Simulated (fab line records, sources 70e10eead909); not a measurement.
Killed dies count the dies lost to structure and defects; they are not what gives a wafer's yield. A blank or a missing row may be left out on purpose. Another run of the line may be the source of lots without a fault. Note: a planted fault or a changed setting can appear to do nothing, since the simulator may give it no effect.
Chamber matching | flow nand-harc | NHARC_A_STAIRCASE_DESCUM_168 on rie-diel-10: 4 sister chambers
The step chemistry O2, time 3 s. 20 wafers are shown with their chamber, then 10 later ones without.

== WAFERS, EACH WITH ITS CHAMBER ==
wafer  | chamber | drypump-motor-current-A (A) | showerhead-plenum-p-Torr (Torr) | throttle-valve-pct (%)
L077.3 | 2       | 5.3                         | 1.81                            | 11.310
L077.5 | 3       | 5.0                         | 1.89                            | 11.305
L077.6 | 2       | 5.3                         | 1.81                            | 11.296
L082.2 | 2       | 5.3                         | 1.81                            | 11.312
L082.4 | 0       | 5.6                         | 1.86                            | 11.318
L082.6 | 2       | 5.3                         | 1.81                            | 11.301
L084.1 | 2       | 5.3                         | 1.81                            | 11.316
L084.5 | 3       | 5.0                         | 1.88                            | 11.311
L084.6 | 2       | 5.3                         | 1.81                            | 11.314
L088.2 | 1       | 5.8                         | 1.80                            | 11.303
L088.4 | 2       | 5.3                         | 1.80                            | 11.305
L088.5 | 2       | 5.3                         | 1.80                            | 11.324
L088.1 | 3       | 5.0                         | 1.88                            | 11.311
L088.3 | 0       | 5.6                         | 1.86                            | 11.324
L088.6 | 1       | 5.8                         | 1.79                            | 11.299
L093.2 | 3       | 5.0                         | 1.88                            | 11.295
L093.3 | 0       | 5.6                         | 1.85                            | 11.324
L093.6 | 2       | 5.3                         | 1.80                            | 11.322
L096.1 | 3       | 5.0                         | 1.88                            | 11.312
L096.2 | 1       | 5.9                         | 1.79                            | 11.325

SIGNATURES (means of the wafers above)
reading                  | chamber 0 | chamber 1 | chamber 2 | chamber 3 | scatter within a chamber
drypump-motor-current-A  | 5.600     | 5.833     | 5.300     | 5.000     | 0.0204
showerhead-plenum-p-Torr | 1.8567    | 1.7933    | 1.8067    | 1.8820    | 0.00508
throttle-valve-pct       | 11.32200  | 11.30900  | 11.31111  | 11.30680  | 0.00904
Rule: a wafer's distance from a chamber is the root of the sum, over the readings, of the square of ((its reading less the chamber's mean) divided by the reading's scatter). If the next closest chamber is less than 2 further off than the closest, the wafer can't be placed; otherwise it belongs to the closest. The scatter is the square root of a quotient: the sum, over the shown wafers, of each reading's squared deviation from its chamber's mean, divided by wafers minus chambers.

== WAFERS WHOSE CHAMBER IS MISSING ==
wafer  | drypump-motor-current-A (A) | showerhead-plenum-p-Torr (Torr) | throttle-valve-pct (%)
L096.3 | 5.3                         | 1.80                            | 11.313
L095.3 | 5.9                         | 1.79                            | 11.307
L095.5 | 5.0                         | 1.88                            | 11.320
L095.6 | 5.6                         | 1.85                            | 11.293
L097.1 | 5.9                         | 1.79                            | 11.315
L097.4 | 5.3                         | 1.80                            | 11.328
L097.6 | 5.0                         | 1.87                            | 11.321
L097.2 | 5.6                         | 1.85                            | 11.301
L097.3 | 5.0                         | 1.87                            | 11.300
L097.5 | 5.3                         | 1.80                            | 11.334

== CHAMBER TAKEN BY EACH ==
wafer  | from the rows above | in truth
L096.3 | 2                   | 2
L095.3 | 1                   | 1
L095.5 | 3                   | 3
L095.6 | 0                   | 0
L097.1 | 1                   | 1
L097.4 | 2                   | 2
L097.6 | 3                   | 3
L097.2 | 0                   | 0
L097.3 | 3                   | 3
L097.5 | 2                   | 2
Placed correctly: 10 of 10. Not placeable from these rows: 0. Wrongly placed: 0.
